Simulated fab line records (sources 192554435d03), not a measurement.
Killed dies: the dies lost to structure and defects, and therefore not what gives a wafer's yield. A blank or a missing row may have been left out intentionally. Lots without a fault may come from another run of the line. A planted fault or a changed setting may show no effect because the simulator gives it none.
A lot that was struck, set against a sound lot	flow n5_finfet	36 steps out of a route of 1938
Sound: these wafers, L752.2, L752.5, L752.6. Struck: wafers L743.3, L743.4, L743.6. The cause is given at the end.
Order at every step that has rows: each side's tool, ch and its chambers, its first start. Under that, the readings that differ: sound wafers	struck wafers	difference of the means	sigmas: that difference in standard deviations of wafers without a fault.
alike: words and numbers the same on both sides, and readings whose means are apart by under 2 such deviations; not compared: readings that were withheld, readings missing a value for some wafer, numbers with overlapping values and no deviation given by the record, and bounds like >300 which may hide the same value.
A row with sigmas, a row that says differs or no value, or rows on one side alone: a step with any of these is where the two part. Non-overlapping numbers with no deviation appear without sigmas and do not part them. A reading that every wafer of one side lacks parts them only if that side has two wafers or more.

first, 1 step without rows for these wafers: N5_BEOL_M0_ANNEAL_119 (time 90 s).
N5_BEOL_M0_CMP_120: polishes, stops on SiOC, t overpolish 6.9 s.
  sound on cmp-02 ch 0,2,3, day 11 18:09; struck on cmp-02 ch 0,1, day 9 07:45
  alike: barrier_field_endpoint_s, clearing_platen_down_force_psi, motor_current_A, overpolish_run_s, slurry_filter_dp_kPa, time_to_endpoint_s
  not compared: pad_life_wafers
then, 3 steps without rows for these wafers: N5_BEOL_M0_PRE_CLEAN_131 (time 15 s); N5_BEOL_M0_CO_CAP_123 (material Co, precursor CCTBA/H2, target thk 2 nm, time 102.1 s); N5_BEOL_M0_PRE_CLEAN_124 (time 15 s).
N5_BEOL_M0_DEP_125: deposits SiCN from 3MS/NH3, target thk 8 nm, time 14 s.
  sound on pecvd-04 ch 0,2, day 11 18:34; struck on pecvd-01 ch 0,1,2, day 9 08:14
  alike: chamber_pressure_Torr, rf_fwd_power_W, showerhead_plenum_p_Torr, throttle_valve_pct
N5_BEOL_M0_RS_MEAS_126: a four-point-probe measurement.
  sound: film_metro-02 at day 11 18:38; struck: film_metro-01 at day 9 08:18
  alike: M0_RS
N5_BEOL_M0_INSPECT_127: inspects for defects (darkfield).
  sound: defect_inspect-01 at day 11 18:40; struck: defect_inspect-01 at day 9 08:20
  alike: raw_defect_count
N5_BEOL_M1_ILD_DEP_00: deposits SiOC from DEMS/O2, target thk 79 nm, time 15.3 s.
  sound on pecvd-01 ch 0,2, day 11 18:41; struck on pecvd-03 ch 0,1,2, day 9 08:22
reading	sound	struck	difference	sigmas
heater_power_outer_w (W)	423 346 426	283 190 245	-159	-2
heater_power_w (W)	710 608 709	538 435 458	-199	-2
  alike: chamber_pressure_Torr, showerhead_plenum_p_Torr, throttle_valve_pct
N5_BEOL_M1_THK_MEAS_01:
  sound: film_metro-02 at day 11 18:46; struck: film_metro-02 at day 9 08:26
  alike: M1_ILD_THK
then, 1 step without rows for these wafers: N5_BEOL_M1_PECVD_72 (deposits SiO2 from TEOS/O2, target thk 16 nm, time 18 s).
N5_BEOL_M1_HM_DEP_02: deposits TiN, target thk 20 nm.
  sound: pvd_sputter-03 at day 11 19:40; struck: pvd_sputter-01 at day 9 08:32
  no value came back on the struck wafers for chamber_pressure_pa (Pa), substrate_temp_c (C), throttle_valve_pct (%); on the sound wafers chamber_pressure_pa (Pa) reads 0.4993 0.4991 0.4984
then, 9 steps without rows for these wafers: N5_BEOL_M1_COAT_61 (time 60 s, resist thk 60 nm); N5_BEOL_M1_COAT_62 (time 60 s, resist thk 12 nm); N5_BEOL_M1_COAT_73 (time 60 s, resist thk 5 nm); N5_BEOL_M1_COAT_05 (resist thk 30 nm); N5_BEOL_M1_EBR_07; N5_BEOL_M1_SOFTBAKE_06 (time 60 s); N5_BEOL_M1_EXPOSE_08 (exposes mask M1); N5_BEOL_M1_PEB_09 (peb time 60 s); N5_BEOL_M1_DEVELOP_10 (develop time 30 s).
N5_BEOL_M1_CD_MEAS_11: target cd 17.05 nm.
  sound on cd_sem-01 ch 0, day 11 20:04; struck on cd_sem-03 ch 0, day 9 08:55
  alike: cd_nm
N5_BEOL_M1_OVL_MEAS_12:
  sound on overlay-02 ch 0, day 11 20:06; struck on overlay-02 ch 0, day 9 08:58
  alike: M1_OVL
N5_BEOL_M1_INSPECT_13: inspects for defects (brightfield).
  sound: defect_inspect-02 at day 11 20:10; struck: defect_inspect-02 at day 9 09:01
reading	sound	struck	difference	sigmas
raw_defect_count	504 501 430	277 226 166	-255	-3
N5_BEOL_M1_DESCUM_16: chemistry O2, time 7 s.
  sound on rie_diel-06 ch 0,1,2, day 11 20:11; struck on rie_diel-06 ch 1,2, day 9 09:02
  alike: drypump_motor_current_A, oes_product_au, rf_vpp_V, showerhead_plenum_p_Torr, throttle_valve_pct
  not compared: rf_hours_counter_h
then, 6 steps without rows for these wafers: N5_BEOL_M1_ETCH_74 (etches underlayer in N2/H2, target depth 6.5 nm, time 5.2 s); N5_BEOL_M1_ETCH_63 (etches SiARC in CF4, target depth 15.6 nm, time 26 s); N5_BEOL_M1_ETCH_64 (etches SOC in N2/H2, target depth 75 nm, overetch 15 nm, time 112.5 s); N5_BEOL_M1_STRIP_65 (strips in N2/H2); N5_BEOL_M1_STRIP_75 (strips in N2/H2); N5_BEOL_M1_STRIP_66 (strips in CF4).
N5_BEOL_M1_HM_OPEN_17: chemistry Cl2/BCl3, target TiN, target depth 20 nm, overetch 6 nm.
  sound on rie_metal-03 ch 0,1, day 11 20:26; struck on rie_metal-02 ch 0,1, day 9 09:19
reading	sound	struck	difference	sigmas
oes_product_au (a.u.)	0.80 0.79 0.72	0.23 0.24 0.24	-0.53	-5
throttle_valve_pct (%)	22.22 22.23 21.89	22.83 22.63 22.64	+0.59	+3
model.etch.depth_nm (nm)	20.12 19.93 20.04	0 0 0	-20	
  alike: drypump_motor_current_A
  not compared: rf_hours_counter_h
N5_BEOL_M1_STRIP_19: strips in O2.
  sound on rie_diel-01 ch 1,2,3, day 11 20:37; struck on rie_diel-04 ch 0,1,3, day 9 09:26
reading	sound	struck	difference	sigmas
showerhead_plenum_p_Torr (Torr)	2.05 2.12 2.00	2.18 2.24 2.14	+0.13	+2
  alike: drypump_motor_current_A, oes_product_au, rf_vpp_V, throttle_valve_pct
  not compared: rf_hours_counter_h
N5_BEOL_M1_CD_MEAS_18: pitch 36 nm, target cd 18 nm.
  sound: cd_sem-02 at day 11 20:41; struck: cd_sem-01 at day 9 09:30
reading	sound	struck	difference	sigmas
cd_nm (nm)	17.57 17.82 17.31	- - -	no value on the struck wafers	
then, 1 step without rows for these wafers: N5_BEOL_M1_COAT_67 (time 60 s, resist thk 60 nm).
N5_BEOL_M4_RC_MEAS_101:
  the record has rows for the sound wafers here (prober-02 ch 0, day 14 15:51) and none for the struck ones

== WHERE THEY PART ==
First at N5_BEOL_M1_ILD_DEP_00; last, within this record, at N5_BEOL_M4_RC_MEAS_101.

WHY: what the simulator had put in
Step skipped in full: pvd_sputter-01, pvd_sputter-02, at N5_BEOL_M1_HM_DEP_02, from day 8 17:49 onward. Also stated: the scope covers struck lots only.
